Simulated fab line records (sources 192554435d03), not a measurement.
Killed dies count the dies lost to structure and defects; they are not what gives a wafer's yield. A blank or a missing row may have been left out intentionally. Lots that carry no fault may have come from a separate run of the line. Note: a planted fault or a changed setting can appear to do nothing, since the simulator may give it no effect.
Chamber matching	flow n5Finfet	N5_BEOL_M6_STRIP_67 on rieDiel-06: 4 sister chambers
The step strips in CF4. 8 wafers are shown with their chamber, then 7 later ones without.

== WAFERS WITH THEIR CHAMBER ==
wafer	chamber	drypumpMotorCurrentA (A)	oesProductAu (a.u.)
L077.1	1	5.7	0.82
L082.1	2	5.1	0.72
L082.4	0	6.0	0.72
L080.3	0	6.0	0.72
L080.5	3	5.9	0.73
L080.6	2	5.0	0.72
L083.1	3	5.9	0.74
L083.4	1	5.7	0.81

== WAFERS MISSING THEIR CHAMBER ==
wafer	drypumpMotorCurrentA (A)	oesProductAu (a.u.)
L083.6	5.7	0.82
L087.2	5.9	0.72
L087.3	5.9	0.73
L087.5	5.9	0.71
L089.2	5.1	0.71
L089.4	5.9	0.73
L089.5	5.9	0.71

== THE CHAMBER EACH PASSED THROUGH ==
wafer	from the rows above	in truth
L083.6	1	1
L087.2	can't be placed: 0 or 3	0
L087.3	3	3
L087.5	can't be placed: 0 or 3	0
L089.2	2	2
L089.4	3	3
L089.5	can't be placed: 0 or 3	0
4 of 7 placed correctly. Unplaceable from these rows: 3, with the true chamber sitting among the candidates in 3. 0 placed wrongly.
How it was worked out, from the rows above alone: a wafer's distance from a chamber is the root of the sum, over the readings, of the square of ((its reading less the chamber's mean) divided by the reading's scatter). If the next closest chamber is less than 2 further off than the closest, the wafer can't be placed; otherwise it belongs to the closest. For every chamber, the mean is computed from those of its wafers that are shown. The scatter: the root of (the sum of the squares of (reading less its chamber's mean) over the shown wafers, divided by (wafers less chambers)).
